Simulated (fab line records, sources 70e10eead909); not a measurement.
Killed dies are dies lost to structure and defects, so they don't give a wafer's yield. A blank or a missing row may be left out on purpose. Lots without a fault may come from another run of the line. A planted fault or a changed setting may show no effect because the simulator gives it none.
Chamber matching | flow nand_harc | NHARC_A_STAIRCASE_ETCH_444 on rie_diel-05: 4 sister chambers
The step etches the open film in C4F8/O2, target depth 20400 nm, time 6800 s. 4 wafers are shown with their chamber, then 9 later ones without.

WAFERS WITH THEIR CHAMBER
wafer  | chamber | rf_vpp_V (V)
L082.4 | 3       | 805
L086.3 | 2       | 814
L086.5 | 1       | 812
L086.6 | 0       | 801

WAFERS WITHOUT THEIR CHAMBER
wafer  | rf_vpp_V (V)
L089.3 | 805
L089.5 | 805
L089.6 | 812
L093.1 | 804
L093.2 | 811
L093.6 | 805
L095.3 | 813
L095.5 | 812
L095.6 | 802

WHICH CHAMBER EACH WENT THROUGH
wafer  | from the rows above     | in truth
L089.3 | 3                       | 3
L089.5 | 3                       | 3
L089.6 | 1                       | 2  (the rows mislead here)
L093.1 | 3                       | 3
L093.2 | 1                       | 1
L093.6 | 3                       | 3
L095.3 | can't be placed: 1 or 2 | 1
L095.5 | 1                       | 1
L095.6 | 0                       | 0
Placed correctly: 7 of 9. Can't be placed from these rows: 1 (the true chamber is among the candidates in 1). Placed wrongly: 1.
How it was worked out, from the rows above alone: a wafer's distance from a chamber is the root of the sum, over the readings, of the square of ((its reading less the chamber's mean) divided by the reading's scatter). The wafer belongs to the nearest chamber; if the next one is less than 2 further off, it can't be placed. A chamber's mean is the mean of its shown wafers. The scatter: with one shown wafer a chamber, the root of the mean of the squares of how far each hidden wafer lies from its nearest shown one.
